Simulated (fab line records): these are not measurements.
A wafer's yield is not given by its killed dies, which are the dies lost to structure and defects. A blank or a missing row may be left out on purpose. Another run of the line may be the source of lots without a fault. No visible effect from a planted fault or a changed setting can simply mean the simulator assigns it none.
fab line records	flow nand-harc	part 2 of 2: steps 36 to 43 of 43
[record] lots = 5	wafers = 15	last-day = 30
route steps=1302 shown P_ZERO_WELL@52 P_STI@69
lots untouched by any fault: they come from a run of this same line in which no faults occurred
start-h: the number of hours between the record's first day and the start of the first shown wafer of the lot	wait-h: how many hours have passed since the lot's step before this one	" unchanged from the row above	L1.1+2: a single row standing in for several wafers	- no value, or no start was given	* or withheld: withheld	< > ~ a bound
route shown NAME@n: names a module that has steps shown in the file, with the first one's number in the route	usual: mean and standard deviation over wafers with no fault	same: alike in all rows	chamber/n: place in a boat	sites: readings site by site	_std_site: standard deviation of those values	_edge_site: the outer-site mean with the inner-site mean subtracted	radius-mm: how far each site lies from the wafer's centre	mask NAME#n: copy n	behind: the last tool/chamber to shape the wafer	hold: reason for holding the lot/hours on hold/outcome of the hold	device: transistor that didn't switch, given as n, p or np	end of line: tests of these same wafers at the route's end	where a step has no rows: the recipe by itself	killed: not the wafer's yield, but the dies lost to structure and defects at the first sort	map: dies across one wafer; x = killed, . = not, _ = none there
set.NAME: the setting that was run; set.NAME@STEP: the one run at that earlier step	model.NAME: the simulator's own value behind a step, which no gauge read
lots seen at some steps along the route; tables by step, rows by wafer
services: the hour from which a tool's chamber was out of use, counted from the record's first day as start-h (under 0 if before that day), plus the number of hours and why
[[steps]]
[step NHARC_P_STI_DESCUM_14]
[recipe] time-s = 3	o2-flow-sccm = 200	ar-flow-sccm = 0	bias-power-w = 0	chemistry = O2
[usual] drypump-motor-current-A = 5.8/0.48	oes-product-au = 1.000/0.0094	rf-vpp-V = 58.0/0.85	showerhead-plenum-p-Torr = 1.96/0.064	throttle-valve-pct = 11.311/0.0085
lot.wafer	tool	chamber	start-h	wait-h	drypump-motor-current-A	oes-product-au	rf-hours-counter-h	rf-vpp-V	showerhead-plenum-p-Torr	throttle-valve-pct
L077.4	rie-diel-05	0	74.04	-	5.0	0.990	1	58.1	1.86	11.313
L077.2	"	2	"	"	6.3	1.023	1	58.5	2.05	11.307
L077.6	"	3	"	"	5.0	0.990	-	58.7	1.96	11.312
L083.4	rie-diel-09	2	134.22	-	6.3	0.985	10	57.4	2.02	11.316
L083.6	"	0	"	"	6.3	0.986	-	59.8	1.91	11.314
L083.5	"	1	"	"	5.5	1.001	-	57.1	1.93	11.304
L085.4	rie-diel-05	2	162.85	-	6.4	1.006	10	57.2	2.05	11.329
L085.3	"	3	"	"	5.0	1.000	9	57.2	1.96	11.305
L085.5	"	1	"	"	5.5	1.015	-	58.2	1.99	11.315
L088.4	rie-diel-13	2	182.62	-	6.2	1.000	1	58.3	2.04	11.298
L088.1	"	3	"	"	5.6	0.987	1	57.5	1.94	11.301
L088.6	"	1	"	"	6.0	1.008	-	56.9	1.85	11.323
L091.4	rie-diel-09	2	216.11	-	6.3	0.993	3	57.9	2.02	11.321
L091.3	"	0	"	"	6.3	1.002	3	60.4	1.91	11.322
L091.2	"	1	"	"	5.5	0.997	3	58.4	1.93	11.309
[step NHARC_P_STI_ETCH_42]
[recipe] target-depth-a = 800	overetch-a = 240	time-s = 61	ion-energy-ev = 200	n2-flow-sccm = 150	h2-flow-sccm = 150	ar-flow-sccm = 0	rf-w = 400	bias-w = 150	chemistry = N2/H2
[usual] drypump-motor-current-A = 5.8/0.48	h2-flow-sccm = 150.0/0.44	oes-product-au = 0.999/0.0089	rf-vpp-V = 432.0/1.9	showerhead-plenum-p-Torr = 2.09/0.068	throttle-valve-pct = 14.171/0.0088
lot.wafer	tool	chamber	start-h	wait-h	drypump-motor-current-A	h2-flow-sccm	oes-product-au	rf-hours-counter-h	rf-vpp-V	showerhead-plenum-p-Torr	throttle-valve-pct
L077.4	rie-diel-05	0	74.12	0.1	5.0	150.2	0.991	1	429.6	1.98	14.183
L077.2	"	3	"	"	5.0	149.7	0.984	1	431.5	2.09	14.160
L077.6	"	1	"	"	5.5	150.0	1.004	-	434.1	2.13	14.172
L083.4	rie-diel-09	1	134.29	0.1	5.6	150.3	1.001	9	433.4	2.06	14.181
L083.6	"	3	"	"	5.4	150.4	1.000	-	431.8	2.14	14.176
L083.5	"	0	"	"	6.4	149.6	0.992	-	430.6	2.04	14.187
L085.4	rie-diel-05	2	162.93	0.1	6.4	149.5	1.009	10	434.1	2.19	14.173
L085.3	"	0	"	"	5.0	150.0	0.978	8	429.4	1.98	14.163
L085.5	"	1	"	"	5.5	149.8	1.011	-	433.4	2.13	14.180
L088.4	rie-diel-13	3	182.70	0.1	5.6	150.7	0.980	1	432.1	2.07	14.174
L088.1	"	2	"	"	6.2	150.3	0.978	1	434.8	2.18	14.166
L088.6	"	3	"	"	5.6	149.8	0.980	-	431.6	2.07	14.155
L091.2	rie-diel-09	1	216.20	0.1	5.6	150.0	0.994	3	430.4	2.06	14.173
L091.3	"	2	"	"	6.3	150.2	1.000	3	435.1	2.15	14.175
L091.4	"	3	"	"	5.5	149.7	0.994	3	433.4	2.14	14.173
[step NHARC_P_STI_ETCH_31]
[recipe] target-depth-a = 1089	time-s = 54.5	cf4-flow-sccm = 100	chf3-flow-sccm = 30	ar-flow-sccm = 0	rf-w = 500	bias-w = 200	chemistry = CF4/CHF3
[usual] drypump-motor-current-A = 5.8/0.47	oes-product-au = 0.964/0.015	rf-vpp-V = 371.7/1.8	showerhead-plenum-p-Torr = 1.61/0.048	throttle-valve-pct = 16.802/0.0086
lot.wafer	tool	chamber	start-h	wait-h	drypump-motor-current-A	oes-product-au	rf-hours-counter-h	rf-vpp-V	showerhead-plenum-p-Torr	throttle-valve-pct
L077.4	rie-diel-05	1	-	-	5.5	0.980	1	372.5	1.64	16.813
L077.2	"	0	"	"	5.0	0.956	1	370.0	1.53	16.789
L077.6	"	2	"	"	6.4	0.994	-	371.7	1.68	16.793
L083.4	rie-diel-09	3	-	-	5.4	0.984	10	372.3	1.65	16.807
L083.6	"	2	"	"	6.3	0.969	-	372.9	1.65	16.808
L083.5	"	3	"	"	5.4	0.967	-	373.1	1.65	16.809
L085.3	rie-diel-05	2	-	-	6.4	0.937	10	373.3	1.68	16.812
L085.4	"	0	"	"	5.0	0.918	8	370.3	1.53	16.795
L085.5	"	2	"	"	6.4	0.930	-	375.6	1.68	16.794
L088.1	rie-diel-13	3	-	-	5.6	0.968	1	369.8	1.60	16.810
L088.4	"	0	"	"	6.2	0.966	1	371.3	1.60	16.799
L088.6	"	3	"	"	5.6	0.959	-	371.5	1.60	16.808
L091.3	rie-diel-09	3	-	-	5.4	0.955	4	373.3	1.65	16.806
L091.2	"	1	"	"	5.5	0.972	3	371.6	1.59	16.811
L091.4	"	2	"	"	6.3	0.962	3	373.6	1.65	16.819
[step NHARC_P_STI_ETCH_15]
[recipe] target-depth-a = 3000	taper-deg = 4	time-s = 100.1	hbr-flow-sccm = 150	cl2-flow-sccm = 50	rf-w = 400	icp-w = 400	bias-w = 100	chemistry = HBr/Cl2
[usual] drypump-motor-current-A = 5.9/0.46	oes-product-au = 1.004/0.0088	throttle-valve-pct = 26.406/0.0089
lot.wafer	tool	chamber	start-h	wait-h	drypump-motor-current-A	oes-product-au	rf-hours-counter-h	throttle-valve-pct
L077.4	rie-si-05	3	74.33	-	6.6	1.014	0.8	26.408
L077.2	"	1	"	"	6.1	1.003	0.7	26.410
L077.6	"	3	"	"	6.6	1.005	-	26.402
L083.4	rie-si-04	1	134.51	-	5.8	1.015	0.9	26.398
L083.5	"	3	"	"	5.0	1.004	-	26.415
L083.6	"	0	"	"	5.2	1.019	-	26.403
L085.4	rie-si-05	0	163.13	-	5.6	0.989	0.1	26.416
L085.3	"	1	"	"	6.1	1.019	0.2	26.414
L085.5	"	3	"	"	6.6	0.996	-	26.414
L088.1	rie-si-04	2	182.89	-	6.3	0.996	0.1	26.398
L088.4	"	1	"	"	5.8	1.016	0.1	26.410
L088.6	"	2	"	"	6.2	0.998	-	26.398
L091.4	rie-si-01	3	216.39	-	5.6	1.012	0.1	26.406
L091.3	"	0	"	"	6.4	1.009	0.0	26.434
L091.2	"	2	"	"	5.5	1.007	0.1	26.406
[step NHARC_P_STI_CD_MEAS_16]
[usual] cd-nm = 199.0/2.3
lot.wafer	tool	chamber	start-h	wait-h	cd-nm
L077.2	cd-sem-02	-	74.48	-	204.3
L077.4	"	-	"	"	202.3
L077.6	"	-	"	"	201.2
L083.4	cd-sem-02	-	134.65	-	199.6
L083.5	"	-	"	"	199.5
L083.6	"	-	"	"	198.8
L085.3	cd-sem-02	-	163.29	-	200.4
L085.4	"	-	"	"	200.1
L085.5	"	-	"	"	197.8
L088.1	cd-sem-02	-	183.05	-	195.5
L088.4	"	-	"	"	195.8
L088.6	"	-	"	"	198.1
L091.2	cd-sem-02	-	216.55	-	197.3
L091.3	"	-	"	"	201.6
L091.4	"	-	"	"	199.1
[step NHARC_P_STI_OCD_MEAS_17]
[usual] trench-depth-nm = 303/3.6	trench-foot-cd-nm = 157.6/2
lot.wafer	tool	chamber	start-h	wait-h	trench-depth-nm	trench-foot-cd-nm
L077.2	ocd-02	-	74.56	0.1	302	161.6
L077.4	"	-	"	"	304	161.4
L077.6	"	-	"	"	305	158.0
L083.4	ocd-01	-	134.73	0.1	305	157.5
L083.5	"	-	"	"	303	157.1
L083.6	"	-	"	"	310	156.1
L085.3	ocd-02	-	163.37	0.1	306	157.6
L085.4	"	-	"	"	299	156.9
L085.5	"	-	"	"	299	157.1
L088.1	ocd-02	-	183.14	0.1	298	155.1
L088.4	"	-	"	"	308	154.7
L088.6	"	-	"	"	296	157.0
L091.2	ocd-01	-	216.64	0.1	302	155.7
L091.3	"	-	"	"	303	161.1
L091.4	"	-	"	"	308	156.6
[step NHARC_P_STI_STRIP_19]
[recipe] time-s = 900	temp-c = 130	chemistry = SPM
[usual] bath-heat-duty-pct = 15.7/1.9
lot.wafer	tool	chamber	start-h	wait-h	bath-heat-duty-pct
L077.6	wet-bench-05	3	74.62	0.0	19.2
L077.4	"	5	"	"	18.2
L077.2	"	6	"	"	15.2
L083.4	wet-bench-05	3	134.80	0.1	17.8
L083.6	"	4	"	"	15.1
L083.5	"	5	"	"	16.6
L085.4	wet-bench-05	5	163.44	0.1	17.0
L085.3	"	6	"	"	17.3
L085.5	"	0	"	"	14.8
L088.6	wet-bench-05	5	183.20	0.1	17.2
L088.1	"	7	"	"	16.3
L088.4	"	1	"	"	14.1
L091.2	wet-bench-05	6	216.69	0.1	15.5
L091.4	"	1	"	"	14.4
L091.3	"	2	"	"	20.5
[step NHARC_P_STI_PRECLEAN_32]
[recipe] time-s = *	temp-c = 50	bath-age-min = 0	chemistry = SC1
[usual] bath-heat-duty-pct = 7.5/1
lot.wafer	tool	chamber	start-h	wait-h	bath-heat-duty-pct
L077.6	wet-bench-05	3	-	-	8.5
L077.4	"	5	"	"	8.9
L077.2	"	6	"	"	7.6
L083.4	wet-bench-05	3	-	-	8.0
L083.6	"	4	"	"	6.6
L083.5	"	5	"	"	9.2
L085.4	wet-bench-05	5	-	-	8.0
L085.3	"	6	"	"	7.2
L085.5	"	0	"	"	5.3
L088.6	wet-bench-05	5	-	-	8.4
L088.1	"	7	"	"	8.6
L088.4	"	1	"	"	7.1
L091.2	wet-bench-05	6	-	-	8.0
L091.4	"	1	"	"	6.2
L091.3	"	2	"	"	10.1
[[services]]
tool	chamber	start-h	hours	kind
wet-bench-03	-	34.40	8.0	pm
litho-track-02	-	52.00	7.0	pm
rie-diel-05	-	52.60	9.0	pm
krf-scanner-01	-	56.84	1.1	repair
rie-diel-09	-	61.53	3.7	repair
wet-bench-09	-	64.88	2.5	repair
wet-bench-02	-	65.88	3.2	repair
wet-bench-02	-	69.12	8.0	pm
litho-track-07	-	76.00	7.0	pm
wet-bench-05	-	84.85	8.0	pm
litho-track-03	-	100.00	7.0	pm
wet-bench-01	-	101.60	8.0	pm
rie-diel-13	2	102.29	2.6	repair
krf-scanner-01	-	106.67	0.9	repair
rie-diel-05	1	107.19	12.4	repair
litho-track-05	-	124.00	7.0	pm
rie-diel-05	0	130.62	3.1	repair
krf-scanner-01	-	140.00	4.0	pm
rie-diel-09	-	143.10	9.0	pm
implanter-02	-	146.00	13.0	pm
rie-diel-09	-	158.59	0.2	repair
wet-bench-07	-	169.12	8.0	pm
krf-scanner-01	-	185.22	2.6	repair
implanter-02	-	204.00	2.1	repair
